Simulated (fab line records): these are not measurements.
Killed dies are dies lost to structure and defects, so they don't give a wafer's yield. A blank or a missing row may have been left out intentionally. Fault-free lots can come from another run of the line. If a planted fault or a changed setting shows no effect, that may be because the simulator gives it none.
Matching of chambers ; flow n5-finfet ; N5_MOL_CONTACT_COAG_ETCHBACK_132 on rie-diel-04 has 4 sister chambers
The step etches SiO2 in CHF3, target depth 10 nm, time 6.7 s. 24 wafers are shown with their chamber, then 12 later ones without.

## WAFERS PAIRED WITH THEIR CHAMBERS
wafer;chamber;showerhead-plenum-p-Torr (Torr);rf-vpp-V (V);drypump-motor-current-A (A)
L074.3;0;2.36;523;6.0
L074.4;2;2.37;526;6.3
L074.5;2;2.37;525;6.2
L075.2;2;2.37;525;6.2
L075.4;0;2.36;523;6.0
L075.6;2;2.37;526;6.2
L077.1;3;2.46;515;5.4
L077.2;0;2.36;524;6.0
L077.5;0;2.36;524;6.0
L078.1;2;2.37;524;6.3
L078.3;3;2.46;515;5.3
L078.4;0;2.36;525;6.0
L082.3;0;2.35;524;6.0
L082.5;2;2.37;525;6.2
L082.6;0;2.36;525;6.0
L083.1;0;2.35;524;6.0
L083.5;3;2.46;515;5.3
L083.6;2;2.37;525;6.2
L084.3;0;2.35;523;6.0
L084.5;0;2.35;524;6.0
L084.6;1;2.46;529;5.3
L085.3;0;2.35;525;6.0
L085.4;1;2.46;529;5.4
L085.6;1;2.46;530;5.4

SIGNATURES (means of the wafers above)
reading;chamber 0;chamber 1;chamber 2;chamber 3;scatter within a chamber
showerhead-plenum-p-Torr;2.3555;2.4600;2.3700;2.4600;0.00369
rf-vpp-V;524.00;529.33;525.14;515.00;0.69
drypump-motor-current-A;6.000;5.367;6.229;5.333;0.0372
Rule: a wafer's distance from a chamber is the root of the sum, over the readings, of the square of ((its reading less the chamber's mean) divided by the reading's scatter). If the next closest chamber is less than 2 further off than the closest, the wafer can't be placed; otherwise it belongs to the closest. How the scatter is found: for the shown wafers, subtract from each reading the mean of its chamber, square and add these, divide the total by (wafers less chambers), then take the root.

## WAFERS WITHOUT THEIR CHAMBER
wafer;showerhead-plenum-p-Torr (Torr);rf-vpp-V (V);drypump-motor-current-A (A)
L086.2;2.46;531;5.3
L086.3;2.36;525;6.2
L086.6;2.35;524;6.0
L093.3;2.34;524;6.0
L093.5;2.45;529;5.3
L093.6;2.36;526;6.2
L095.1;2.35;526;6.2
L095.4;2.36;525;6.3
L095.6;2.45;530;5.3
L094.1;2.45;515;5.4
L094.2;2.35;525;6.2
L094.6;2.35;526;6.2

## CHAMBER TAKEN BY EACH
wafer;from the rows above;in truth
L086.2;1;1
L086.3;2;2
L086.6;0;0
L093.3;0;0
L093.5;1;1
L093.6;2;2
L095.1;can't be placed: 2 or 0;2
L095.4;2;2
L095.6;1;1
L094.1;3;3
L094.2;can't be placed: 2 or 0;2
L094.6;can't be placed: 2 or 0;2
Placed correctly: 9 of 12. Not placeable from these rows: 3 (in 3, the candidates include the true chamber). Placed wrongly: 0.
